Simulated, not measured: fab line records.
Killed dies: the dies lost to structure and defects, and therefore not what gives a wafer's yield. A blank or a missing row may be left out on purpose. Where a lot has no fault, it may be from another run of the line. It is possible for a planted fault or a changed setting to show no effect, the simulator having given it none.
A struck lot beside a sound one    flow n5_finfet    15 out of 1938 route steps
Sound: the wafers L293.1, L293.4, L293.6. Struck: wafer L292.6; the same lot's L292.4 was not struck, so it is left out; see the end for the cause.
Each step with rows lists, per side, the tool, then ch with its chambers, then its first start. Under that, the readings that differ: sound wafers    struck wafers    difference of the means    sigmas: that difference in standard deviations of wafers without a fault.
alike: same words and numbers on both sides, and readings whose means sit less than 2 such deviations apart. not compared: any withheld reading, any reading some wafer has no value for, any bound like >300 that may hide the same value, and any number with overlapping values for which the record gives no deviation.
A row with sigmas, a row that says differs or no value, or rows on one side alone: a step with any of these is where the two part. Numbers that have no deviation but don't overlap get no sigmas and don't part them. A reading that every wafer of one side lacks parts them only if that side has two wafers or more.

first, 3 steps without rows for these wafers: N5_BEOL_M7_EXPOSE_25 (exposes mask V6, target cd 40 nm); N5_BEOL_M7_PEB_26 (peb time 60 s); N5_BEOL_M7_DEVELOP_27 (develop time 30 s).
N5_BEOL_M7_CD_MEAS_28 targets a cd of 40 nm.
  sound on cd_sem-01 ch 0, day 14 00:11; struck on cd_sem-02 ch 0, day 14 00:05
  alike: cd_nm
N5_BEOL_M7_OVL_MEAS_29:
  sound on overlay-02 ch 0, day 14 00:13; struck on overlay-01 ch 0, day 14 00:07
  alike: V6_OVL
N5_BEOL_M7_INSPECT_30: inspects for defects (brightfield).
  sound on defect_inspect-02, day 14 00:17; struck on defect_inspect-02, day 14 00:10
  alike: raw_defect_count
N5_BEOL_M7_DESCUM_33: chemistry O2, time 7 s.
  sound on rie_diel-05 ch 0,3, day 14 00:39; struck on rie_diel-02 ch 1, day 14 00:22
reading                sound           struck  difference  sigmas
oes_product_au (a.u.)  0.89 0.89 0.89  0.72    -0.17       -2
  alike: chamber_pressure_mTorr, drypump_motor_current_A, rf_vpp_V, showerhead_plenum_p_Torr, throttle_valve_pct
  not compared: rf_hours_counter_h
N5_BEOL_M7_ETCH_72: etches underlayer in N2/H2, target depth 6.5 nm, time 5.2 s.
  sound on rie_diel-05 ch 0,3, day 14 00:41; struck on rie_diel-02 ch 1, day 14 00:25
reading                sound           struck  difference  sigmas
etch_rf_on_time_s (s)  5.11 5.16 5.09  5.33    +0.21       +2
oes_product_au (a.u.)  0.75 0.76 0.76  0.60    -0.16       -2
  alike: chamber_pressure_mTorr, drypump_motor_current_A, n2_flow_sccm, rf_vpp_V, showerhead_plenum_p_Torr, throttle_valve_pct
  not compared: rf_hours_counter_h
N5_BEOL_M7_ETCH_65: etches SiARC in CF4, target depth 15.6 nm, time 26 s.
  sound on rie_diel-05 ch 0,3, day 14 00:42; struck on rie_diel-02 ch 1, day 14 00:25
reading                sound           struck  difference  sigmas
oes_product_au (a.u.)  0.76 0.76 0.76  0.61    -0.15       -2
  alike: chamber_pressure_mTorr, drypump_motor_current_A, etch_rf_on_time_s, rf_vpp_V, showerhead_plenum_p_Torr, throttle_valve_pct
  not compared: rf_hours_counter_h
N5_BEOL_M7_ETCH_66: etches SOC in N2/H2, target depth 80 nm, overetch 16 nm, time 120 s.
  sound on rie_diel-05 ch 0,3, day 14 00:44; struck on rie_diel-02 ch 1, day 14 00:27
reading                sound           struck  difference  sigmas
oes_product_au (a.u.)  0.66 0.68 0.67  0.55    -0.12       -2
  alike: chamber_pressure_mTorr, drypump_motor_current_A, n2_flow_sccm, rf_vpp_V, run_length_s, showerhead_plenum_p_Torr, throttle_valve_pct
  not compared: rf_hours_counter_h
then, 2 steps without rows for these wafers: N5_BEOL_M7_STRIP_69 (strips in N2/H2); N5_BEOL_M7_STRIP_73 (strips in N2/H2).
N5_BEOL_M7_VIA_ETCH_34: etches SiCOH lowk in C4F6/O2, target depth 125.5 nm, time 50.5 s.
  sound on rie_diel-05 ch 0,3, day 14 00:50; struck on rie_diel-02 ch 1, day 14 00:33
reading                                   sound              struck  difference  sigmas
oes_f_703_au (a.u.)                       0.88 0.88 0.88     0.72    -0.16       -2
oes_product_au (a.u.)                     0.88 0.89 0.88     0.71    -0.17       -2
rf_vpp_V (V)                              666 666 666        657     -9          -2
run_length_s (s)                          74.5 73.3 74.1     91.4    +17.4       +36
model.etch.depth_nm (nm)                  126.7 124.7 125.4  165.1   +39.5       
model.SOC_of_BEOL_M7_COAT_63.thk_nm (nm)  53.4 53.6 53.4     52      -1          
  alike: C4F6_flow_sccm, chamber_pressure_mTorr, drypump_motor_current_A, showerhead_plenum_p_Torr, throttle_valve_pct
  not compared: rf_hours_counter_h, model.BEOL_M7.cd_nm
then, 2 steps without rows for these wafers: N5_BEOL_M7_STRIP_76 (strips in C4F6/O2); N5_PASSIVATION_PROBE_49.

WHERE THEY PART
First at N5_BEOL_M7_DESCUM_33; last, within this record, at N5_BEOL_M7_VIA_ETCH_34.

WHY: what had been put in by the simulator
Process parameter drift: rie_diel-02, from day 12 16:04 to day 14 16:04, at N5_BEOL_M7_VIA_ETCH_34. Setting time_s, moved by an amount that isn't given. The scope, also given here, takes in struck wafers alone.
